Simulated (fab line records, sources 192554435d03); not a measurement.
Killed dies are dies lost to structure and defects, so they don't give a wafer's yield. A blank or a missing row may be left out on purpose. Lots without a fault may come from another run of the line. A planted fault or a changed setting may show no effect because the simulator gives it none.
A struck lot beside a sound one | flow n5_finfet | 26 steps out of a route of 1938
Sound: wafers L169.1, L169.2, L169.3. Struck: wafers L176.1, L176.2, L176.6. The cause comes at the end.
At each step with rows: each side's tool, then ch and its chambers, then its first start. Under that, the readings that differ: sound wafers | struck wafers | difference of the means | sigmas: that difference in standard deviations of wafers without a fault.
alike: readings whose means differ by less than 2 such deviations, and words and numbers that are the same on both sides. not compared: withheld readings, readings that some wafer has no value for, bounds like >300 that may hide the same value, and numbers for which the record gives no deviation and whose values overlap.
The two part at a step that has a row with sigmas, a row that says differs or no value, or rows on one side only. Numbers that don't overlap but have no deviation are shown without sigmas and don't part them. A reading that every wafer of one side lacks parts them only if that side has two wafers or more.

N5_MIM_BOT_LITHO_CD_MEAS_08: target cd 3000 nm.
  sound on cd_sem-02 ch 0, day 13 07:17; struck on cd_sem-02 ch 0, day 14 23:02
  alike: cd_nm
N5_MIM_BOT_LITHO_OVL_MEAS_11:
  sound on overlay-02 ch 0, day 13 07:19; struck on overlay-02 ch 0, day 14 23:04
  alike: MIM_BOT_OVL
N5_MIM_BOT_LITHO_INSPECT_12: inspects for defects (macro).
  sound on defect_inspect-01, day 13 07:20; struck on defect_inspect-02, day 14 23:05
  alike: raw_defect_count
N5_MIM_BOT_LITHO_DESCUM_10: chemistry O2, time 7.9 s.
  sound on rie_diel-06 ch 0,2,3, day 13 07:22; struck on rie_diel-05 ch 0,2, day 15 00:07
  alike: drypump_motor_current_A, oes_product_au, rf_vpp_V, showerhead_plenum_p_Torr, throttle_valve_pct
  not compared: rf_hours_counter_h
N5_MIM_BOT_ETCH_ETCH_04: etches SiNx in CF4/O2, target depth 26 nm, time 13 s.
  sound on rie_diel-06 ch 0,2,3, day 13 07:26; struck on rie_diel-05 ch 0,2, day 15 00:12
  alike: cf4_flow_sccm, drypump_motor_current_A, oes_ar_750_au, oes_o_777_au, oes_product_au, rf_vpp_V, showerhead_plenum_p_Torr, throttle_valve_pct
  not compared: rf_hours_counter_h
then, 2 steps without rows for these wafers: N5_MIM_BOT_ETCH_ETCH_03 (etches the open film in Cl2/BCl3, target depth 12 nm); N5_MIM_BOT_ETCH_ETCH_00 (etches TiN in Cl2/BCl3, target depth 45.5 nm).
N5_MIM_BOT_ETCH_STRIP_01: strips in O2.
  sound on rie_diel-06 ch 0,1,2, day 13 07:45; struck on rie_diel-05 ch 0,1,2, day 15 00:38
  alike: drypump_motor_current_A, oes_product_au, rf_vpp_V, showerhead_plenum_p_Torr, throttle_valve_pct
  not compared: rf_hours_counter_h
then, 3 steps without rows for these wafers: N5_MIM_BOT_ETCH_STRIP_02 (strips in post etch residue remover, time 1200 s); N5_MIM_BOT_ETCH_CLEAN_05 (cleans in IPA, time 180 s); N5_MIM_BOT_ETCH_SRD_06 (time 30 s).
N5_PASSIVATION_PECVD_55: deposits SiO2 from SiH4/N2O, target thk 400 nm, time 22.5 s.
  sound on pecvd-03 ch 0,1,2, day 13 08:15; struck on pecvd-03 ch 1,2, day 15 01:08
  alike: heater_power_w, showerhead_plenum_p_Torr, throttle_valve_pct
N5_PASSIVATION_PECVD_01: deposits SiNx from SiH4/NH3/N2, target thk 200 nm, time 43.2 s.
  sound on pecvd-03 ch 0,1,2, day 13 08:17; struck on pecvd-03 ch 1,2, day 15 01:11
  alike: heater_power_w, showerhead_plenum_p_Torr, throttle_valve_pct
then, 8 steps without rows for these wafers: N5_PASSIVATION_HMDS_03 (time 60 s); N5_PASSIVATION_COAT_04; N5_PASSIVATION_EBR_06; N5_PASSIVATION_SOFTBAKE_05 (time 90 s); N5_PASSIVATION_EXPOSE_07 (exposes mask TV, defocus 0 nm, target cd 3000 nm); N5_PASSIVATION_PEB_08; N5_PASSIVATION_DEVELOP_09 (develop time 60 s); N5_PASSIVATION_HARDBAKE_11 (time 120 s).
N5_PASSIVATION_CD_MEAS_10: target cd 3000 nm.
  sound on cd_sem-02 ch 0, day 13 12:16; struck on cd_sem-01 ch 0, day 15 02:55
  alike: cd_nm
N5_PASSIVATION_OVL_MEAS_60:
  sound on overlay-02 ch 0, day 13 12:17; struck on overlay-02 ch 0, day 15 02:56
  alike: TV_OVL
N5_PASSIVATION_INSPECT_61: inspects for defects (macro).
  sound on defect_inspect-01, day 13 12:19; struck on defect_inspect-01, day 15 02:58
  reading          | sound | struck         | difference | sigmas
  raw_defect_count | 1 4 4 | >300 >300 >300 | differs    |
N5_PASSIVATION_DESCUM_12: chemistry O2, time 7.9 s.
  sound on rie_diel-04 ch 0,1,3, day 13 12:21; struck on rie_diel-03 ch 1,2,3, day 15 03:00
  alike: drypump_motor_current_A, oes_product_au, rf_vpp_V, showerhead_plenum_p_Torr, throttle_valve_pct
  not compared: rf_hours_counter_h
N5_PASSIVATION_PROBE_49:
  sound on prober-01, day 13 19:26; struck on prober-02, day 15 09:25
  reading                  | sound          | struck         | difference | sigmas
  defect_limited_yield (%) | 87.9 91.9 92.3 | 80.7 81.6 81.9 | -9.3       | -7
  killed_at_other          | 2 7 3          | 140 131 143    | +134       | +50
  killed_dies              | 143 96 91      | 228 217 214    | +110       | +7
  sort_bin_5_function (%)  | 7.4 4.7 4.2    | 12.9 11.2 12.2 | +6.7       | +7
  sort_n_pass              | 1037 1084 1089 | 952 963 966    | -110       | -6
  sort_yield_pct (%)       | 87.9 91.9 92.3 | 80.7 81.6 81.9 | -9.3       | -7
  alike: killed_at_M0_to_M3, killed_at_M4_up, killed_at_contacts, killed_at_front_end, killed_open, killed_short, sort_bin_6_memory

WHERE THEY PART
First at N5_PASSIVATION_INSPECT_61; last, within this record, at N5_PASSIVATION_PROBE_49.

WHY: what the simulator had put in
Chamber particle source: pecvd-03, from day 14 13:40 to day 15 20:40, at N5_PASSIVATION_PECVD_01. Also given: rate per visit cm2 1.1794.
